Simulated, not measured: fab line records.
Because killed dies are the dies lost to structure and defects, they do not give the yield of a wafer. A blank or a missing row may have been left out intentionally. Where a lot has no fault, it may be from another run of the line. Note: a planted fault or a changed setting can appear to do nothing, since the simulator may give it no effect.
Split-lot experiment :: flow n5_finfet :: on a route of 1938 steps: 7 lots, 21 wafers read

THE SPLIT ITSELF
At N5_BEOL_M3_COAT_76 (time 60 s, resist thk 5 nm), the setting spin_rpm was moved away from the recipe's 1500 rpm on 7 of the 21 wafers read, by -4.3% to +10.1%. This setting was run at the recipe's value on the other wafers.

FROM THE SPLIT TO THE READING: what the file shows between them, 3 steps
- N5_BEOL_M3_COAT_22: resist thk 30 nm
- N5_BEOL_M3_EBR_24
- N5_BEOL_M3_DESCUM_33: chemistry O2, time 7 s

THE READING
etch.depth_nm (the simulator's own value, which no gauge read), in nm, at N5_BEOL_M3_ETCH_77 (etches underlayer in N2/H2, target depth 6.5 nm, time 5.2 s). No usual value for it is given in the file. Here, 14 wafers ran the recipe; their average is 5.006 nm with a standard deviation of 0.017 nm.

wafer: L078.1
tool, chamber at the split: litho_track-04, 0
spin_rpm as run, rpm: 1500
against the recipe: recipe
etch.depth_nm, nm: 5.028
against lot-mates on the recipe: -

wafer: L078.3
tool, chamber at the split: litho_track-04, 0
spin_rpm as run, rpm: 1500
against the recipe: recipe
etch.depth_nm, nm: 5.014
against lot-mates on the recipe: -

wafer: L078.6
tool, chamber at the split: litho_track-04, 0
spin_rpm as run, rpm: 1500
against the recipe: recipe
etch.depth_nm, nm: 5.015
against lot-mates on the recipe: -

wafer: L083.1
tool, chamber at the split: litho_track-03, 0
spin_rpm as run, rpm: 1500
against the recipe: recipe
etch.depth_nm, nm: 5.002
against lot-mates on the recipe: -

wafer: L083.2
tool, chamber at the split: litho_track-03, 0
spin_rpm as run, rpm: 1500
against the recipe: recipe
etch.depth_nm, nm: 5.005
against lot-mates on the recipe: -

wafer: L083.6
tool, chamber at the split: litho_track-03, 0
spin_rpm as run, rpm: 1500
against the recipe: recipe
etch.depth_nm, nm: 5.024
against lot-mates on the recipe: -

wafer: L088.4
tool, chamber at the split: litho_track-04, 0
spin_rpm as run, rpm: 1500
against the recipe: recipe
etch.depth_nm, nm: 5.027
against lot-mates on the recipe: -

wafer: L088.5
tool, chamber at the split: litho_track-04, 0
spin_rpm as run, rpm: 1624
against the recipe: +8.3%
etch.depth_nm, nm: 4.832
against lot-mates on the recipe: -0.195

wafer: L088.6
tool, chamber at the split: litho_track-04, 0
spin_rpm as run, rpm: 1624
against the recipe: +8.3%
etch.depth_nm, nm: 4.827
against lot-mates on the recipe: -0.200

wafer: L089.1
tool, chamber at the split: litho_track-02, 0
spin_rpm as run, rpm: 1500
against the recipe: recipe
etch.depth_nm, nm: 5.02
against lot-mates on the recipe: -

wafer: L089.3
tool, chamber at the split: litho_track-02, 0
spin_rpm as run, rpm: 1500
against the recipe: recipe
etch.depth_nm, nm: 5.015
against lot-mates on the recipe: -

wafer: L089.5
tool, chamber at the split: litho_track-02, 0
spin_rpm as run, rpm: 1436
against the recipe: -4.3%
etch.depth_nm, nm: 5.129
against lot-mates on the recipe: +0.111

wafer: L093.1
tool, chamber at the split: litho_track-04, 0
spin_rpm as run, rpm: 1500
against the recipe: recipe
etch.depth_nm, nm: 4.989
against lot-mates on the recipe: -

wafer: L093.3
tool, chamber at the split: litho_track-04, 0
spin_rpm as run, rpm: 1500
against the recipe: recipe
etch.depth_nm, nm: 4.972
against lot-mates on the recipe: -

wafer: L093.6
tool, chamber at the split: litho_track-04, 0
spin_rpm as run, rpm: 1500
against the recipe: recipe
etch.depth_nm, nm: 4.986
against lot-mates on the recipe: -

wafer: L094.1
tool, chamber at the split: litho_track-04, 0
spin_rpm as run, rpm: 1580
against the recipe: +5.3%
etch.depth_nm, nm: 4.85
against lot-mates on the recipe: -0.138

wafer: L094.2
tool, chamber at the split: litho_track-04, 0
spin_rpm as run, rpm: 1500
against the recipe: recipe
etch.depth_nm, nm: 4.988
against lot-mates on the recipe: -

wafer: L094.5
tool, chamber at the split: litho_track-04, 0
spin_rpm as run, rpm: 1580
against the recipe: +5.3%
etch.depth_nm, nm: 4.87
against lot-mates on the recipe: -0.118

wafer: L096.1
tool, chamber at the split: litho_track-03, 0
spin_rpm as run, rpm: 1652
against the recipe: +10.1%
etch.depth_nm, nm: 4.752
against lot-mates on the recipe: -0.246

wafer: L096.2
tool, chamber at the split: litho_track-03, 0
spin_rpm as run, rpm: 1652
against the recipe: +10.1%
etch.depth_nm, nm: 4.758
against lot-mates on the recipe: -0.240

wafer: L096.5
tool, chamber at the split: litho_track-03, 0
spin_rpm as run, rpm: 1500
against the recipe: recipe
etch.depth_nm, nm: 4.998
against lot-mates on the recipe: -

THE FIT
A straight line over all 21 wafers: etch.depth_nm changes by -0.0243 nm for each +1% of spin_rpm; r = -0.98; the points scatter about the line by 0.018 nm.
The same after taking each lot's own level away (the mean of its wafers on the recipe; 21 wafers): -0.0241 nm for each +1%; r = -1.00; scatter 0.0068 nm.
The reading moves by 0.24 nm for the largest change in spin_rpm, on that fit.
The lots' own levels span 4.9823 to 5.0270 nm, that is 2.7 times the standard deviation above.
The two slopes are in agreement: the lot-to-lot level therefore moves the slope only a little.
Check: -0.243 nm against its lot-mates is what the line predicts for one of the wafers moved furthest among these (+10.1%) when that wafer is left out of the fit. Against them it came out at -0.246 nm.

OTHER SPLITS ON THESE WAFERS
These wafers also went through other splits before the reading. Each is held against what the fit with the lots' levels taken away leaves over:
other split on the same wafers: N5_BEOL_M3_ETCH_64 time_s
wafers away from the commonest value: 6
r with etch.depth_nm (lot level and that fit taken away): +0.07

other split on the same wafers: N5_BEOL_M3_COAT_67 spin_rpm
wafers away from the commonest value: 4
r with etch.depth_nm (lot level and that fit taken away): -0.01

THE FILE'S OWN FIT
etch.depth_nm changes by -0.0241 nm for each +1% of spin_rpm, r = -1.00.
